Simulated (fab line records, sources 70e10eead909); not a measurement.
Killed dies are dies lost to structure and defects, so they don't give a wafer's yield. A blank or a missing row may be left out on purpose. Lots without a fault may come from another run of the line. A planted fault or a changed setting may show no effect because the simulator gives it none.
fab line records | flow nand_harc | part 2 of 2: steps 24 to 34 of 34
record lots=5 wafers=15 last_day=32
route steps=1302 shown P_ZERO_WELL@17
lots that met no fault: from a run of the same line without faults
start_h: hours from the record's first day to the start of the lot's first wafer shown | wait_h: hours since the lot's step before | " the same as in the row above | L1.1+2: a row that stands for several wafers | - no value, or no start given | * or withheld: withheld | < > ~ a bound
route shown NAME@n: a module of which the file shows steps, and the number in the route of the first | usual: mean/standard deviation of fault-free wafers | same: alike in all rows | chamber/n: place in a boat | sites: the reading at each site | _std_site: their standard deviation | _edge_site: outer sites' mean less inner sites' | radius_mm: how far each site lies from the wafer's centre | mask NAME#n: copy n | behind: the tool/chamber that last shaped the wafer | hold: why the lot was held/for how many hours/how that ended | device: the transistor (n, p or np) that didn't switch | end of line: the same wafers' tests at the end of the route | a step without rows: its recipe alone | killed: dies lost to structure and defects at the first sort, not the wafer's yield | map: a wafer's dies, x killed, . not, _ none there
set.NAME: the setting as run; set.NAME@STEP: as run at that earlier step | model.NAME: the simulator's own value behind a step, which no gauge read
lots at some steps of the route; a table a step, a row a wafer
services: from which hour (start_h, from the record's first day; less than 0 if before it) a tool's chamber was out of use, for how many hours, and why
## steps
# step NHARC_P_ZERO_WELL_EBR_33
# usual chill_plate_temp_C=22.98/0.12 resist_line_temp_C=23.01/0.11
# columns lot.wafer tool chamber start_h wait_h chill_plate_temp_C resist_line_temp_C
L080.1 litho_track-07 0 - - 23.07 23.10
L080.3 " 0 " " 22.88 22.78
L080.6 " 0 " " 22.92 23.01
L082.2 litho_track-07 0 - - 22.66 23.04
L082.5 " 0 " " 22.93 23.06
L082.6 " 0 " " 22.83 22.99
L084.1 litho_track-03 0 - - 23.05 22.89
L084.2 " 0 " " 22.98 23.08
L084.6 " 0 " " 23.09 22.82
L094.1 litho_track-07 0 - - 23.03 23.04
L094.3 " 0 " " 22.91 22.94
L094.6 " 0 " " 22.99 23.13
L096.1 litho_track-07 0 - - 23.18 22.91
L096.3 " 0 " " 22.91 23.05
L096.6 " 0 " " 22.91 22.98
# step NHARC_P_ZERO_WELL_EXPOSE_34
# recipe na=0.6 target_cd_nm=720 dose_mj=22.31 mask_id=P_PWELL
# columns lot.wafer tool chamber start_h wait_h mask
L080.1+3+6 krf_scanner-03 0 84.00 - P_PWELL#0
L082.2+5+6 krf_scanner-04 0 104.18 - P_PWELL#0
L084.1+2+6 krf_scanner-03 0 123.87 - P_PWELL#0
L094.1+3+6 krf_scanner-02 0 224.74 - P_PWELL#0
L096.1+3+6 krf_scanner-03 0 244.09 - P_PWELL#0
# step NHARC_P_ZERO_WELL_PEB_35
# recipe peb_temp_c=118 peb_time_s=85
# usual chill_plate_temp_C=23.00/0.098 resist_line_temp_C=22.99/0.13
# columns lot.wafer tool chamber start_h wait_h chill_plate_temp_C resist_line_temp_C
L080.1 litho_track-03 0 84.07 0.1 23.08 23.12
L080.3 " 0 " " 23.21 23.02
L080.6 " 0 " " 23.15 23.01
L082.2 litho_track-05 0 104.25 0.1 23.06 23.20
L082.5 " 0 " " 23.05 23.19
L082.6 " 0 " " 23.08 23.22
L084.1 litho_track-07 0 123.94 0.1 22.86 23.07
L084.2 " 0 " " 22.97 23.19
L084.6 " 0 " " 22.96 23.13
L094.1 litho_track-07 0 224.81 0.1 23.09 22.83
L094.3 " 0 " " 23.05 22.83
L094.6 " 0 " " 23.00 22.72
L096.1 litho_track-03 0 244.16 0.1 22.90 23.01
L096.3 " 0 " " 23.10 23.00
L096.6 " 0 " " 23.12 23.03
# step NHARC_P_ZERO_WELL_DEVELOP_36
# recipe time_s=70
# usual chill_plate_temp_C=23.00/0.1 resist_line_temp_C=22.97/0.11
# columns lot.wafer tool chamber start_h wait_h chill_plate_temp_C resist_line_temp_C
L080.1 litho_track-03 0 - - 22.98 23.08
L080.3 " 0 " " 22.90 23.06
L080.6 " 0 " " 23.05 23.02
L082.2 litho_track-05 0 - - 22.97 22.96
L082.5 " 0 " " 23.01 22.76
L082.6 " 0 " " 22.83 22.93
L084.1 litho_track-07 0 - - 22.98 22.97
L084.2 " 0 " " 23.07 22.95
L084.6 " 0 " " 22.97 22.83
L094.1 litho_track-07 0 - - 23.13 22.93
L094.3 " 0 " " 23.15 22.79
L094.6 " 0 " " 23.09 22.92
L096.1 litho_track-03 0 - - 22.91 23.02
L096.3 " 0 " " 22.94 22.97
L096.6 " 0 " " 22.93 22.92
# step NHARC_P_ZERO_WELL_CD_MEAS_37
# recipe target_cd_nm=720 landing_energy_ev=500
# usual cd_nm=720.1/2.5
# columns lot.wafer tool chamber start_h wait_h cd_nm
L080.1 cd_sem-03 0 84.16 - 719.7
L080.3 " 0 " " 719.8
L080.6 " 0 " " 721.0
L082.2 cd_sem-03 0 104.34 - 722.2
L082.5 " 0 " " 720.0
L082.6 " 0 " " 724.1
L084.1 cd_sem-02 0 124.03 - 719.2
L084.2 " 0 " " 717.4
L084.6 " 0 " " 721.3
L094.1 cd_sem-01 0 224.90 - 716.5
L094.3 " 0 " " 719.2
L094.6 " 0 " " 715.6
L096.1 cd_sem-01 0 244.25 - 718.8
L096.3 " 0 " " 719.7
L096.6 " 0 " " 718.2
# step NHARC_P_ZERO_WELL_HARDBAKE_38
# recipe temp_c=125 time_s=80
# usual chill_plate_temp_C=23.02/0.11 resist_line_temp_C=23.01/0.11
# columns lot.wafer tool chamber start_h wait_h chill_plate_temp_C resist_line_temp_C
L080.1 litho_track-05 0 84.24 - 23.01 22.90
L080.3 " 0 " " 22.91 23.02
L080.6 " 0 " " 22.89 22.89
L082.2 litho_track-07 0 104.42 - 22.90 23.12
L082.5 " 0 " " 22.90 23.01
L082.6 " 0 " " 23.02 23.15
L084.1 litho_track-03 0 124.11 - 23.10 22.93
L084.2 " 0 " " 23.01 22.91
L084.6 " 0 " " 23.24 22.87
L094.1 litho_track-05 0 224.98 - 22.88 23.02
L094.3 " 0 " " 23.00 23.02
L094.6 " 0 " " 22.98 23.02
L096.1 litho_track-07 0 244.33 - 23.15 23.28
L096.3 " 0 " " 22.99 23.16
L096.6 " 0 " " 23.13 23.13
# step NHARC_P_ZERO_WELL_DESCUM_39
# recipe time_s=3 o2_flow_sccm=200 ar_flow_sccm=0 bias_power_w=0 chemistry=O2
# usual drypump_motor_current_A=6.0/0.44 oes_product_au=1.001/0.0096 rf_vpp_V=57.9/0.92 showerhead_plenum_p_Torr=1.91/0.074 throttle_valve_pct=11.310/0.0094
# columns lot.wafer tool chamber start_h wait_h drypump_motor_current_A oes_product_au rf_hours_counter_h rf_vpp_V showerhead_plenum_p_Torr throttle_valve_pct
L080.1 rie_diel-05 2 84.33 - 5.8 1.011 6 56.9 1.89 11.311
L080.3 " 3 " " 5.2 0.993 8 58.3 1.96 11.304
L080.6 " 1 " " 6.2 0.989 - 57.9 2.02 11.293
L082.2 rie_diel-05 0 104.52 - 6.6 0.995 17 56.3 1.80 11.311
L082.5 " 2 " " 5.8 1.005 - 57.3 1.89 11.311
L082.6 " 3 " " 5.2 1.001 - 58.9 1.95 11.303
L084.2 rie_diel-05 2 124.19 - 5.8 1.015 19 57.1 1.89 11.310
L084.1 " 3 " " 5.2 1.007 21 57.3 1.95 11.315
L084.6 " 2 " " 5.8 1.003 - 56.7 1.88 11.302
L094.1 rie_diel-05 0 225.12 - 6.7 1.010 54 57.1 1.79 11.315
L094.3 " 1 " " 6.2 0.990 52 59.5 2.01 11.325
L094.6 " 2 " " 5.8 1.007 - 60.2 1.87 11.319
L096.3 rie_diel-02 0 245.01 - 5.6 0.982 13 56.8 1.97 11.312
L096.1 " 1 " " 6.0 0.991 11 58.4 1.86 11.313
L096.6 " 3 " " 6.1 1.008 - 59.1 1.91 11.316
# step NHARC_P_ZERO_WELL_IMPLANT_40
# recipe energy_kev=300 dose_cm2=1e+13 tilt_deg=7
# columns lot.wafer tool chamber start_h wait_h
L080.1+3+6 implanter-02 0 84.47 0.1
L082.2+5+6 implanter-01 0 104.67 0.1
L084.1+2+6 implanter-02 0 124.34 0.1
L094.1+3+6 implanter-02 0 225.24 0.1
L096.1+3+6 implanter-01 0 245.13 0.1
# step NHARC_P_ZERO_WELL_IMPLANT_59
# recipe energy_kev=120 dose_cm2=5e+12 tilt_deg=7
# columns lot.wafer tool chamber start_h wait_h
L080.1+3+6 implanter-02 0 84.64 0.1
L082.2+5+6 implanter-01 0 104.85 0.2
L084.1+2+6 implanter-02 0 124.52 0.2
L094.1+3+6 implanter-02 0 225.43 0.2
L096.1+3+6 implanter-01 0 245.31 0.1
# step NHARC_P_ZERO_WELL_IMPLANT_60
# recipe energy_kev=30 dose_cm2=2e+12 tilt_deg=7
# columns lot.wafer tool chamber start_h wait_h
L080.1+3+6 implanter-02 0 84.82 0.2
L082.2+5+6 implanter-01 0 105.03 0.2
L084.1+2+6 implanter-02 0 124.70 0.1
L094.1+3+6 implanter-02 0 225.61 0.2
L096.1+3+6 implanter-01 0 245.49 0.1
# step NHARC_P_ZERO_WELL_STRIP_41
# recipe time_s=840 temp_c=130 chemistry=SPM
# columns lot.wafer tool chamber start_h wait_h
L080.1+6+3 wet_bench-07 2,3,6 85.04 0.2
L082.2+5+6 wet_bench-07 7,0,3 105.23 0.2
L084.2+6+1 wet_bench-06 2,4,5 124.92 0.2
L094.1+3+6 wet_bench-07 6,7,0 225.82 0.2
L096.3+6+1 wet_bench-06 1,2,3 245.70 0.1
## services
# columns tool chamber start_h hours kind
implanter-02 - 62.11 1.6 repair
krf_scanner-02 - 65.76 0.6 repair
rie_diel-03 1 67.25 18.6 repair
implanter-02 - 70.45 2.9 repair
litho_track-07 - 76.00 7.0 pm
rie_diel-03 3 78.72 6.5 repair
wet_bench-06 - 82.49 4.1 repair
krf_scanner-02 - 94.00 4.0 pm
wet_bench-06 - 97.42 10.5 repair
litho_track-03 - 100.00 7.0 pm
rie_diel-03 - 104.30 9.0 pm
krf_scanner-03 - 118.23 0.6 repair
litho_track-05 - 124.00 7.0 pm
rie_si-05 - 128.00 9.0 pm
implanter-02 - 146.00 13.0 pm
wet_bench-07 - 160.00 8.0 pm
rie_diel-05 2 161.92 3.4 repair
wet_bench-06 - 193.60 8.0 pm
wet_bench-04 - 194.48 0.5 repair
rie_diel-03 1 214.80 2.8 repair
krf_scanner-03 - 224.00 4.0 pm
wet_bench-04 - 227.20 8.0 pm
rie_diel-05 - 229.85 9.0 pm
rie_diel-05 - 243.11 18.7 repair
